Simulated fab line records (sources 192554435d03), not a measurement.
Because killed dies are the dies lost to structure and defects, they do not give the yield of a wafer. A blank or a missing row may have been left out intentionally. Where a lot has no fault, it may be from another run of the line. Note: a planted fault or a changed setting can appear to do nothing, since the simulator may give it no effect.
fab line records	flow n5-finfet
[record] lots = 10	wafers = 30	last-day = 18
route steps=1938 shown BEOL_M6@1232 BEOL_M7@1265
lots with no fault: from the same line, run without faults
start-h: start of the lot's first displayed wafer, in hours after the record's first day	wait-h: hours from the lot's prior step to this one	" the same as in the row above	L1.1+2: several wafers, shown together as one row	- no value, or no start given	* or withheld: withheld	< > ~ a bound
route shown NAME@n: NAME is a module with steps in the file, n the number in the route of the first one	usual: average and standard deviation across the fault-free wafers	same: alike in all rows	chamber/n: place in a boat	sites: per-site readings	_std_site: how widely they spread, as a standard deviation	_edge_site: mean of outer sites minus mean of inner sites	radius-mm: for every site, how far away it sits from the centre of the wafer	mask NAME#n: copy n	behind: the most recent tool/chamber to have shaped the wafer	hold: what put the lot on hold/how long, in hours/how the hold closed	device: whichever transistor did not switch (one of n, p or np)	end of line: the same wafers' tests at the end of the route	a step given without rows: its recipe and nothing more	killed: not the wafer's yield, but the dies lost to structure and defects at the first sort	map: a wafer's dies, marking killed ones x, the rest . and places with no die _
set.NAME: the setting the step ran with; set.NAME@STEP: the setting that earlier step ran with	model.NAME: the simulator's own value behind a step, which no gauge read
route steps across a sampled set of lots; one table per step, one row per wafer
services: the hour from which a tool's chamber was out of use, counted from the record's first day as start-h (under 0 if before that day), plus the number of hours and why
[[steps]]
[step N5_BEOL_M6_ETCH_65]
[recipe] chemistry = CF4	target = SiARC	target-depth-a = 156	mask-material = CAR-EUV	time-s = 26	ion-energy-ev = 80	pressure-mtorr = 40	source-w = 545	bias-w = 36	Ar_flow_sccm = 100	cf4-flow-sccm = 100	ends = cleared
[usual] chamber-pressure-mTorr = 40.00/0.036	drypump-motor-current-A = 5.6/0.52	etch-rf-on-time-s = 26.0/0.65	oes-product-au = 0.72/0.073	rf-vpp-V = 184.1/1.2	showerhead-plenum-p-Torr = 2.14/0.08	throttle-valve-pct = 15.51/0.22
lot.wafer	tool	chamber	start-h	wait-h	chamber-pressure-mTorr	drypump-motor-current-A	etch-rf-on-time-s	oes-product-au	rf-hours-counter-h	rf-vpp-V	showerhead-plenum-p-Torr	throttle-valve-pct
L789.2	rie-diel-06	3	201.77	0.0	40.00	5.3	25.1	0.79	24	184.4	2.10	15.16
L789.5	"	1	"	"	40.03	4.9	26.4	0.68	-	183.4	2.15	15.41
L789.6	"	0	"	"	40.00	5.5	25.4	0.81	-	183.5	2.27	15.35
L791.2	rie-diel-01	3	219.50	0.0	39.98	6.1	25.3	0.77	30	183.8	2.11	15.63
L791.5	"	0	"	"	39.99	6.0	26.9	0.65	-	183.8	2.15	15.65
L791.6	"	1	"	"	39.99	6.7	25.3	0.78	-	183.4	2.10	15.60
L792.2	rie-diel-06	3	238.29	0.0	39.99	5.3	25.3	0.76	36	183.2	2.10	15.20
L792.3	"	1	"	"	40.01	4.9	26.7	0.66	141	185.4	2.15	15.44
L792.6	"	1	"	"	39.95	4.9	26.6	0.66	-	184.0	2.15	15.44
L794.1	rie-diel-01	3	241.67	0.0	40.03	6.1	25.6	0.75	36	184.3	2.11	15.66
L794.2	"	1	"	"	39.95	6.7	25.5	0.78	26	183.0	2.10	15.61
L794.5	"	2	"	"	39.94	5.1	25.5	0.80	-	184.3	2.10	15.10
L795.2	rie-diel-02	2	246.48	0.0	39.97	5.4	26.4	0.76	33	185.0	2.27	15.46
L795.5	"	2	"	"	40.08	5.4	26.6	0.77	-	184.4	2.27	15.47
L795.6	"	3	"	"	40.01	6.6	26.3	0.57	-	182.7	2.03	15.52
L796.1	rie-diel-02	3	254.13	0.0	40.04	6.6	26.3	0.57	238	183.0	2.03	15.53
L796.5	"	1	"	"	39.96	5.4	27.8	0.81	-	186.6	2.29	15.32
L796.6	"	0	"	"	40.04	5.6	26.5	0.60	-	182.7	2.03	15.74
L806.2	rie-diel-02	0	321.34	0.0	39.93	5.6	26.0	0.59	241	181.5	2.02	15.80
L806.4	"	2	"	"	40.03	5.4	26.3	0.72	64	187.0	2.26	15.53
L806.5	"	0	"	"	39.96	5.6	26.5	0.58	-	182.6	2.02	15.78
L805.1	rie-diel-01	1	336.05	0.0	40.02	6.7	25.9	0.72	63	182.7	2.08	15.67
L805.4	"	0	"	"	39.92	6.0	27.3	0.62	176	183.5	2.14	15.70
L805.5	"	3	"	"	40.04	6.1	25.3	0.71	-	184.0	2.10	15.69
L808.2	rie-diel-02	0	339.98	0.0	39.98	5.6	26.1	0.59	246	181.4	2.02	15.80
L808.3	"	2	"	"	39.99	5.4	26.2	0.72	69	183.4	2.25	15.53
L808.6	"	1	"	"	39.97	5.4	26.8	0.75	-	185.6	2.28	15.38
L809.1	rie-diel-06	0	361.59	0.0	39.96	5.5	25.5	0.73	65	185.6	2.25	15.45
L809.5	"	3	"	"	39.99	5.2	24.8	0.72	-	182.0	2.08	15.27
L809.6	"	0	"	"	40.05	5.5	25.3	0.74	-	186.3	2.25	15.47
[step N5_BEOL_M6_SPUTTER_48]
[recipe] material = Cu	target-thk-a = 100	temp-c = -20	bias-v = 60	power-w = 26000	chamber-pressure-pa = 0.13	time-s = 1.667
[usual] chamber-pressure-pa = 0.12997/0.00025	throttle-valve-pct = 29.9/1
lot.wafer	tool	chamber	start-h	wait-h	chamber-pressure-pa	throttle-valve-pct
L789.2	pvd-sputter-03	-	203.50	0.1	0.13012	29.1
L789.5	"	-	"	"	0.12993	29.4
L789.6	"	-	"	"	0.12986	32.0
L791.2	pvd-sputter-02	-	222.78	1.5	0.13055	29.0
L791.5	"	-	"	"	0.13028	29.2
L791.6	"	-	"	"	0.12968	28.7
L792.2	pvd-sputter-03	-	240.10	0.1	0.13004	29.3
L792.3	"	-	"	"	0.12979	32.0
L792.6	"	-	"	"	0.13007	29.4
L794.1	pvd-sputter-02	-	243.86	0.3	0.13007	29.5
L794.2	"	-	"	"	0.13024	28.6
L794.5	"	-	"	"	0.13001	28.5
L795.2	pvd-sputter-02	-	248.54	0.1	0.12985	29.3
L795.5	"	-	"	"	0.13015	29.6
L795.6	"	-	"	"	0.13031	28.5
L796.1	pvd-sputter-02	-	256.33	0.1	0.13	29.2
L796.5	"	-	"	"	0.12953	29.6
L796.6	"	-	"	"	0.13056	29.5
L806.2	pvd-sputter-02	-	323.97	0.6	0.13021	28.7
L806.4	"	-	"	"	0.13012	29.4
L806.5	"	-	"	"	0.12974	29.7
L805.1	pvd-sputter-03	-	338.24	0.3	0.13013	29.9
L805.4	"	-	"	"	0.12991	32.1
L805.5	"	-	"	"	0.1301	30.2
L808.2	pvd-sputter-01	-	342.13	0.2	0.12997	30.9
L808.3	"	-	"	"	0.12979	30.8
L808.6	"	-	"	"	0.12971	30.0
L809.1	pvd-sputter-01	-	363.74	0.3	0.13026	30.7
L809.5	"	-	"	"	0.12993	30.6
L809.6	"	-	"	"	0.12983	31.6
[step N5_BEOL_M6_ECD_50]
[recipe] material = Cu	target-thk-a = 3000
lot.wafer	tool	chamber	start-h	wait-h
L789.2+5+6	ecd-cu-01	1,1,0	203.62	0.1
L791.2+5+6	ecd-cu-01	0,0,1	222.90	0.1
L792.2+3+6	ecd-cu-02	1	240.21	0.1
L794.1+2+5	ecd-cu-02	1,0,0	243.98	0.1
L795.2+5+6	ecd-cu-02	0,1,0	248.66	0.1
L796.1+5+6	ecd-cu-02	1,0,1	256.45	0.1
L806.2+4+5	ecd-cu-01	1,0,1	324.09	0.1
L805.1+4+5	ecd-cu-01	0	338.36	0.1
L808.2+3+6	ecd-cu-02	1,0,0	342.24	0.1
L809.1+5+6	ecd-cu-01	0,1,0	363.85	0.1
[step N5_BEOL_M6_CMP_52]
[recipe] stop-on = SiCOH_lowk	t-overpolish-s = 6.9	down-force-psi = 1	platen-rpm = 50	clearing-platen-down-force-psi = 1.5	clearing-platen-rpm = 50	post-cmp-clean = cu-alkaline	target-thk-nm = 80	clearing-platen-pad-velocity-m-s = 0.99484	pad-velocity-m-s = 0.99484
[usual] motor-current-A = 5.8/0.56	retaining-ring-pressure-frac = 1.000/0.0048	time-to-endpoint-s = 61.7/2.9
lot.wafer	tool	chamber	start-h	wait-h	motor-current-A	retaining-ring-pressure-frac	time-to-endpoint-s
L789.2	cmp-04	0	204.97	0.5	5.8	0.992	65.3
L789.5	"	1	"	"	4.8	0.998	63.4
L789.6	"	2	"	"	5.5	1.005	63.3
L791.2	cmp-04	3	223.46	0.2	6.9	1.002	64.7
L791.5	"	2	"	"	5.9	1.004	67.5
L791.6	"	3	"	"	6.9	1.003	64.4
L792.2	cmp-02	2	240.62	0.2	6.1	1.010	61.7
L792.3	"	1	"	"	5.8	1.001	62.1
L792.6	"	2	"	"	6.2	1.007	61.3
L794.1	cmp-02	1	244.83	0.3	5.7	0.999	115.0
L794.2	"	2	"	"	5.9	1.002	60.0
L794.5	"	2	"	"	6.1	1.010	114.8
L795.2	cmp-04	0	249.16	0.3	6.0	1.002	62.5
L795.5	"	1	"	"	5.0	0.998	119.9
L795.6	"	2	"	"	5.9	0.998	61.9
L796.1	cmp-03	2	256.88	0.3	6.7	1.001	116.9
L796.6	"	1	"	"	5.7	1.004	63.6
L796.5	"	2	"	"	6.6	0.997	119.8
L806.4	cmp-02	2	324.66	0.1	6.4	1.005	59.4
L806.2	"	0	"	"	5.3	1.004	60.9
L806.5	"	2	"	"	6.0	0.999	59.6
L805.1	cmp-04	3	339.59	0.3	6.7	0.996	63.8
L805.4	"	0	"	"	6.0	0.999	62.8
L805.5	"	1	"	"	5.0	0.999	63.3
L808.3	cmp-04	0	342.95	0.3	6.3	1.004	60.8
L808.2	"	2	"	"	5.5	0.999	61.1
L808.6	"	3	"	"	6.8	0.992	61.4
L809.1	cmp-03	3	364.48	0.3	6.4	1.007	64.9
L809.6	"	2	"	"	6.8	0.999	62.8
L809.5	"	3	"	"	5.9	0.995	61.9
[step N5_BEOL_M7_THK_MEAS_01]
[recipe] reads = SiCOH_lowk_of_BEOL_M7_ILD_DEP_00
[usual] M7_ILD_THK = 155.1/2.1
lot.wafer	tool	chamber	start-h	wait-h	M7_ILD_THK[nm]
L789.2	film-metro-01	-	205.95	0.4	151.2
L789.5	"	-	"	"	154.4
L789.6	"	-	"	"	152.9
L791.2	film-metro-01	-	224.50	0.4	152.6
L791.5	"	-	"	"	155.8
L791.6	"	-	"	"	157.3
L792.2	film-metro-01	-	242.17	0.7	154.1
L792.3	"	-	"	"	154.5
L792.6	"	-	"	"	159.1
L794.1	film-metro-01	-	247.33	1.6	155.4
L794.2	"	-	"	"	157.1
L794.5	"	-	"	"	159.2
L795.2	film-metro-02	-	251.55	1.3	151.9
L795.5	"	-	"	"	156.7
L795.6	"	-	"	"	152.7
L796.1	film-metro-02	-	258.39	0.8	150.8
L796.5	"	-	"	"	154.1
L796.6	"	-	"	"	153.4
L806.2	film-metro-01	-	325.77	0.4	152.9
L806.4	"	-	"	"	154.6
L806.5	"	-	"	"	154.2
L805.1	film-metro-02	-	340.61	0.4	155.5
L805.4	"	-	"	"	156.4
L805.5	"	-	"	"	157.0
L808.2	film-metro-01	-	343.98	0.4	154.0
L808.3	"	-	"	"	152.1
L808.6	"	-	"	"	157.3
L809.1	film-metro-02	-	365.77	0.4	153.0
L809.5	"	-	"	"	156.0
L809.6	"	-	"	"	156.6
[[services]]
tool	chamber	start-h	hours	kind
cmp-04	-	182.93	1.8	repair
cmp-03	-	183.59	6.1	repair
cmp-04	-	188.59	1.0	repair
cmp-04	-	197.14	0.6	repair
pvd-sputter-02	-	207.32	1.6	repair
cmp-03	-	208.71	0.5	repair
rie-diel-02	1	209.60	1.2	repair
rie-diel-06	2	212.80	6.6	repair
rie-diel-02	1	219.98	-	clean
cmp-02	-	231.37	0.9	repair
rie-diel-01	0	231.78	6.0	repair
cmp-04	-	235.74	4.0	pm
cmp-04	-	239.74	-	consumable-replace:conditioner
cmp-04	-	239.74	-	consumable-replace:pad
rie-diel-02	0	262.90	4.5	repair
ecd-cu-01	-	265.90	1.6	repair
cmp-03	-	311.97	4.0	pm
ecd-cu-01	-	316.46	5.0	repair
rie-diel-06	0	323.70	2.2	repair
cmp-03	-	324.02	4.8	pm
cmp-02	-	337.85	1.1	repair
cmp-02	-	344.61	0.6	repair
cmp-04	-	346.63	0.8	repair
ecd-cu-01	-	349.40	1.4	repair
[[key]]
[first-sign] step = N5_BEOL_M6_CMP_52	reading = time-to-endpoint-s	direction = up	sigmas = 19	usual = *	struck = *
effect none on later readings
met-at N5_BEOL_M6_ECD_50
struck-lots L794,L795,L796
struck-wafers L794.1,L794.5,L795.5,L796.1,L796.5
not-acting-at N5_BEOL_M6_ETCH_65,N5_BEOL_M6_SPUTTER_48,N5_BEOL_M7_THK_MEAS_01
onset-between 240.21 243.98
[fault] kind = process-parameter-drift	tool = ecd-cu-02	chamber = -	onset-h = 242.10	steps = N5_BEOL_M6_ECD_50	channel = target-thk-a	offset = *	shape = step	end-h = 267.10	scope = struck-wafers-only	acts-in = *	stated = *
